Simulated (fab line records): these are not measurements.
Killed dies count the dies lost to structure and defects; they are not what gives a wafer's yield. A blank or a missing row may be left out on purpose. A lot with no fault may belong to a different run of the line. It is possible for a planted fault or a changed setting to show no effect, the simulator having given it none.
The tool behind it: which one? :: flow n5_finfet :: 72 wafers from 24 lots sampled at 3 of the route's 1938 steps

== WHAT EACH GAUGE READ, for each wafer ==
N5_BEOL_M5_CD_MEAS_35: target cd 28 nm, target cd y 24 nm. Usual: cd_nm reads 28.0 nm (standard deviation 0.31).
lot: L074
measured: day 9 07:48
on: cd_sem-03
cd_nm (nm): 28.3 28.0 28.3
flag: 

lot: L076
measured: day 9 09:37
on: cd_sem-03
cd_nm (nm): 28.6 28.3 28.8
flag: 

lot: L075
measured: day 9 20:02
on: cd_sem-03
cd_nm (nm): 28.2 28.5 27.7
flag: 

lot: L079
measured: day 10 13:19
on: cd_sem-02
cd_nm (nm): 28.3 27.7 27.3
flag: 

lot: L077
measured: day 10 13:29
on: cd_sem-02
cd_nm (nm): 28.0 28.0 27.8
flag: 

lot: L078
measured: day 10 19:41
on: cd_sem-01
cd_nm (nm): 28.2 28.2 27.9
flag: 

lot: L081
measured: day 10 19:44
on: cd_sem-01
cd_nm (nm): 28.0 28.3 27.8
flag: 

lot: L080
measured: day 11 01:28
on: cd_sem-01
cd_nm (nm): 28.0 27.2 27.8
flag: 

lot: L083
measured: day 11 12:25
on: cd_sem-03
cd_nm (nm): 28.0 28.0 27.8
flag: 

lot: L082
measured: day 11 19:35
on: cd_sem-02
cd_nm (nm): 28.2 28.2 28.2
flag: 

lot: L084
measured: day 12 04:14
on: cd_sem-03
cd_nm (nm): 27.7 28.3 28.2
flag: 

lot: L086
measured: day 12 10:43
on: cd_sem-02
cd_nm (nm): 28.0 27.7 27.5
flag: 

lot: L085
measured: day 12 10:52
on: cd_sem-03
cd_nm (nm): 28.2 27.9 28.0
flag: 

lot: L087
measured: day 12 18:59
on: cd_sem-02
cd_nm (nm): 27.9 28.1 27.7
flag: 

lot: L089
measured: day 12 19:02
on: cd_sem-02
cd_nm (nm): 28.0 27.8 28.0
flag: 

lot: L088
measured: day 13 13:24
on: cd_sem-02
cd_nm (nm): 27.7 27.9 27.9
flag: 

lot: L090
measured: day 13 16:28
on: cd_sem-02
cd_nm (nm): 28.2 28.2 27.7
flag: 

lot: L091
measured: day 13 16:56
on: cd_sem-02
cd_nm (nm): 28.1 28.2 27.9
flag: 

lot: L092
measured: day 13 22:36
on: cd_sem-01
cd_nm (nm): 28.3 28.1 28.4
flag: 

lot: L093
measured: day 14 02:16
on: cd_sem-03
cd_nm (nm): 27.7 27.4 28.1
flag: 

lot: L094
measured: day 14 11:22
on: cd_sem-02
cd_nm (nm): 28.2 28.3 28.2
flag: 

lot: L095
measured: day 15 08:41
on: cd_sem-03
cd_nm (nm): 28.3 28.3 27.8
flag: 

lot: L096
measured: day 15 14:59
on: cd_sem-02
cd_nm (nm): 28.0 28.2 27.7
flag: 

lot: L097
measured: day 15 20:36
on: cd_sem-01
cd_nm (nm): 28.1 27.7 28.1
flag: 

N5_BEOL_M6_INSPECT_13: inspects for defects (brightfield). Usual: raw_defect_count reads 397 (standard deviation 86).
lot: L074
measured: day 9 18:13
on: defect_inspect-01
raw_defect_count: 385 430 380
flag: 

lot: L076
measured: day 10 02:52
on: defect_inspect-02
raw_defect_count: 371 366 396
flag: 

lot: L075
measured: day 10 03:44
on: defect_inspect-02
raw_defect_count: 325 365 412
flag: 

lot: L079
measured: day 11 01:16
on: defect_inspect-01
raw_defect_count: 371 525 487
flag: 

lot: L077
measured: day 11 01:28
on: defect_inspect-02
raw_defect_count: 264 354 234
flag: 

lot: L078
measured: day 11 04:51
on: defect_inspect-02
raw_defect_count: 424 347 366
flag: 

lot: L081
measured: day 11 05:05
on: defect_inspect-02
raw_defect_count: 482 649 423
flag: 

lot: L080
measured: day 11 10:39
on: defect_inspect-02
raw_defect_count: 415 354 489
flag: 

lot: L083
measured: day 12 01:13
on: defect_inspect-01
raw_defect_count: 367 419 297
flag: 

lot: L082
measured: day 12 11:04
on: defect_inspect-01
raw_defect_count: 362 358 405
flag: 

lot: L084
measured: day 12 15:58
on: defect_inspect-01
raw_defect_count: 384 285 235
flag: 

lot: L086
measured: day 13 03:00
on: defect_inspect-01
raw_defect_count: 487 505 462
flag: 

lot: L085
measured: day 13 02:50
on: defect_inspect-02
raw_defect_count: 450 494 486
flag: 

lot: L087
measured: day 13 06:55
on: defect_inspect-01
raw_defect_count: 195 350 338
flag: 

lot: L089
measured: day 13 07:06
on: defect_inspect-02
raw_defect_count: 393 541 538
flag: 

lot: L088
measured: day 13 23:08
on: defect_inspect-02
raw_defect_count: 442 461 465
flag: 

lot: L090
measured: day 14 02:53
on: defect_inspect-02
raw_defect_count: 410 499 398
flag: 

lot: L091
measured: day 14 03:07
on: defect_inspect-01
raw_defect_count: 318 385 330
flag: 

lot: L092
measured: day 14 10:42
on: defect_inspect-02
raw_defect_count: 396 356 479
flag: 

lot: L093
measured: day 14 11:07
on: defect_inspect-01
raw_defect_count: 297 199 487
flag: 

lot: L094
measured: day 14 21:32
on: defect_inspect-02
raw_defect_count: 314 337 269
flag: 

lot: L095
measured: day 15 20:25
on: defect_inspect-01
raw_defect_count: 423 364 354
flag: 

lot: L096
measured: day 16 00:29
on: defect_inspect-02
raw_defect_count: 390 426 364
flag: 

lot: L097
measured: day 16 04:53
on: defect_inspect-02
raw_defect_count: 463 425 517
flag: 

== TOOL THAT RAN EACH LOT (tool first, then ch and the chambers of the sampled wafers, then the start) ==
lot: L074
N5_BEOL_M5_PRE_CLEAN_45: pvd_sputter-01, day 9 08:22

lot: L076
N5_BEOL_M5_PRE_CLEAN_45: pvd_sputter-03, day 9 10:05

lot: L075
N5_BEOL_M5_PRE_CLEAN_45: pvd_sputter-03, day 9 20:32

lot: L079
N5_BEOL_M5_PRE_CLEAN_45: pvd_sputter-02, day 10 13:57

lot: L077
N5_BEOL_M5_PRE_CLEAN_45: pvd_sputter-02, day 10 14:27

lot: L078
N5_BEOL_M5_PRE_CLEAN_45: pvd_sputter-03, day 10 20:08

lot: L081
N5_BEOL_M5_PRE_CLEAN_45: pvd_sputter-03, day 10 20:13

lot: L080
N5_BEOL_M5_PRE_CLEAN_45: pvd_sputter-02, day 11 02:08

lot: L083
N5_BEOL_M5_PRE_CLEAN_45: pvd_sputter-03, day 11 14:18

lot: L082
N5_BEOL_M5_PRE_CLEAN_45: pvd_sputter-03, day 11 20:10

lot: L084
N5_BEOL_M5_PRE_CLEAN_45: pvd_sputter-02, day 12 04:41

lot: L086
N5_BEOL_M5_PRE_CLEAN_45: pvd_sputter-01, day 12 11:25

lot: L085
N5_BEOL_M5_PRE_CLEAN_45: pvd_sputter-02, day 12 11:16

lot: L087
N5_BEOL_M5_PRE_CLEAN_45: pvd_sputter-01, day 12 19:23

lot: L089
N5_BEOL_M5_PRE_CLEAN_45: pvd_sputter-02, day 12 19:33

lot: L088
N5_BEOL_M5_PRE_CLEAN_45: pvd_sputter-03, day 13 13:51

lot: L090
N5_BEOL_M5_PRE_CLEAN_45: pvd_sputter-03, day 13 17:32

lot: L091
N5_BEOL_M5_PRE_CLEAN_45: pvd_sputter-03, day 13 17:37

lot: L092
N5_BEOL_M5_PRE_CLEAN_45: pvd_sputter-01, day 13 23:01

lot: L093
N5_BEOL_M5_PRE_CLEAN_45: pvd_sputter-02, day 14 03:17

lot: L094
N5_BEOL_M5_PRE_CLEAN_45: pvd_sputter-01, day 14 13:23

lot: L095
N5_BEOL_M5_PRE_CLEAN_45: pvd_sputter-01, day 15 09:10

lot: L096
N5_BEOL_M5_PRE_CLEAN_45: pvd_sputter-03, day 15 15:44

lot: L097
N5_BEOL_M5_PRE_CLEAN_45: pvd_sputter-01, day 15 21:04
- N5_BEOL_M5_PRE_CLEAN_45: time 30 s.

== WHAT THE TOOLS THEMSELVES READ (means of the sampled wafers that have a number; where no wafer has one, the mark that the record gives instead) ==
N5_BEOL_M5_PRE_CLEAN_45. Usual: heater_power_w reads 329 W (standard deviation 20).
lot: L074
tool: pvd_sputter-01
heater_power_w (W): 313
flag: 

lot: L076
tool: pvd_sputter-03
heater_power_w (W): 336
flag: 

lot: L075
tool: pvd_sputter-03
heater_power_w (W): 334
flag: 

lot: L079
tool: pvd_sputter-02
heater_power_w (W): 346
flag: 

lot: L077
tool: pvd_sputter-02
heater_power_w (W): 346
flag: 

lot: L078
tool: pvd_sputter-03
heater_power_w (W): 308
flag: 

lot: L081
tool: pvd_sputter-03
heater_power_w (W): 317
flag: 

lot: L080
tool: pvd_sputter-02
heater_power_w (W): 331
flag: 

lot: L083
tool: pvd_sputter-03
heater_power_w (W): 325
flag: 

lot: L082
tool: pvd_sputter-03
heater_power_w (W): 318
flag: 

lot: L084
tool: pvd_sputter-02
heater_power_w (W): 351
flag: 

lot: L086
tool: pvd_sputter-01
heater_power_w (W): 328
flag: 

lot: L085
tool: pvd_sputter-02
heater_power_w (W): 330
flag: 

lot: L087
tool: pvd_sputter-01
heater_power_w (W): 318
flag: 

lot: L089
tool: pvd_sputter-02
heater_power_w (W): 341
flag: 

lot: L088
tool: pvd_sputter-03
heater_power_w (W): 328
flag: 

lot: L090
tool: pvd_sputter-03
heater_power_w (W): 325
flag: 

lot: L091
tool: pvd_sputter-03
heater_power_w (W): 326
flag: 

lot: L092
tool: pvd_sputter-01
heater_power_w (W): 315
flag: 

lot: L093
tool: pvd_sputter-02
heater_power_w (W): 342
flag: 

lot: L094
tool: pvd_sputter-01
heater_power_w (W): 322
flag: 

lot: L095
tool: pvd_sputter-01
heater_power_w (W): 338
flag: 

lot: L096
tool: pvd_sputter-03
heater_power_w (W): 337
flag: 

lot: L097
tool: pvd_sputter-01
heater_power_w (W): 330
flag: 

== THE ANSWER, worked out from the rows above alone ==
Rule: lot off if the mean of its wafers having a number is beyond 3 standard deviations from the usual mean. Also off: a lot with no number at a reading for which 4 or more lots have one. The other lots that the step has rows for count as sound. The gauges are gone through in route order, then the tools' own readings, and for those a lot's mean is taken as printed above. At the first step where some lot is off, the reading lying furthest off is the one used; lots without a number count as furthest.
No lot is off at any reading shown: from this, nothing can be told.

== WHAT WAS PUT IN BY THE SIMULATOR ==
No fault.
